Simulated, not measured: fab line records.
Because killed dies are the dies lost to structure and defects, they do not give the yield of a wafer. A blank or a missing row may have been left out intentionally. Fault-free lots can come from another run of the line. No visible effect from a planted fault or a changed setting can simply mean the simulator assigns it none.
Matching of chambers | flow nand_harc | NHARC_P_M1_PRE_CLEAN_32 on pecvd-01 has 3 sister chambers
The step time 12 s. 22 wafers are shown with their chamber, then 11 later ones without.

## WAFERS, EACH WITH ITS CHAMBER
wafer  | chamber | heater_power_w (W) | heater_power_outer_w (W)
L074.1 | 0       | 687                | 387
L074.4 | 0       | 684                | 386
L074.6 | 1       | 584                | 339
L075.1 | 2       | 749                | 427
L075.2 | 0       | 669                | 370
L075.4 | 1       | 564                | 314
L076.1 | 2       | 661                | 353
L076.3 | 0       | 640                | 372
L076.5 | 2       | 668                | 366
L079.3 | 1       | 501                | 283
L079.5 | 2       | 735                | 392
L079.6 | 0       | 640                | 389
L077.3 | 0       | 614                | 349
L077.5 | 1       | 562                | 337
L077.6 | 2       | 695                | 380
L080.1 | 2       | 736                | 422
L080.3 | 1       | 546                | 306
L080.5 | 1       | 538                | 311
L085.4 | 0       | 695                | 393
L085.5 | 2       | 647                | 349
L085.6 | 1       | 556                | 317
L087.1 | 2       | 773                | 427

SIGNATURES (averages over the wafers above)
reading              | chamber 0 | chamber 1 | chamber 2 | scatter within a chamber
heater_power_w       | 661.29    | 550.14    | 708.00    | 36.1
heater_power_outer_w | 378.00    | 315.29    | 389.50    | 24.2
Rule: distance of a wafer from a chamber = root of the sum over the readings of ((wafer's reading minus chamber's mean) / reading's scatter) squared. The wafer belongs to the nearest chamber; if the next one is less than 2 further off, it can't be placed. The scatter: the root of (the sum of the squares of (reading less its chamber's mean) over the shown wafers, divided by (wafers less chambers)).

## WAFERS WHOSE CHAMBER IS MISSING
wafer  | heater_power_w (W) | heater_power_outer_w (W)
L087.2 | 505                | 291
L087.4 | 755                | 434
L086.2 | 721                | 407
L086.4 | 752                | 409
L086.6 | 549                | 314
L091.1 | 691                | 392
L091.2 | 706                | 375
L091.3 | 527                | 313
L097.1 | 542                | 315
L097.2 | 615                | 338
L097.4 | 539                | 319

## EACH ONE'S CHAMBER
wafer  | from the rows above          | in truth
L087.2 | 1                            | 1
L087.4 | can't be placed: 2 or 0      | 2
L086.2 | can't be placed: 2 or 0      | 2
L086.4 | can't be placed: 2 or 0      | 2
L086.6 | 1                            | 1
L091.1 | can't be placed: 2 or 0      | 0
L091.2 | can't be placed: 2 or 0      | 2
L091.3 | 1                            | 1
L097.1 | 1                            | 1
L097.2 | can't be placed: 1 or 0 or 2 | 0
L097.4 | 1                            | 1
5 of 11 placed correctly. Cannot be placed on the basis of these rows: 6; the candidates contain the true chamber in 6. 0 placed wrongly.
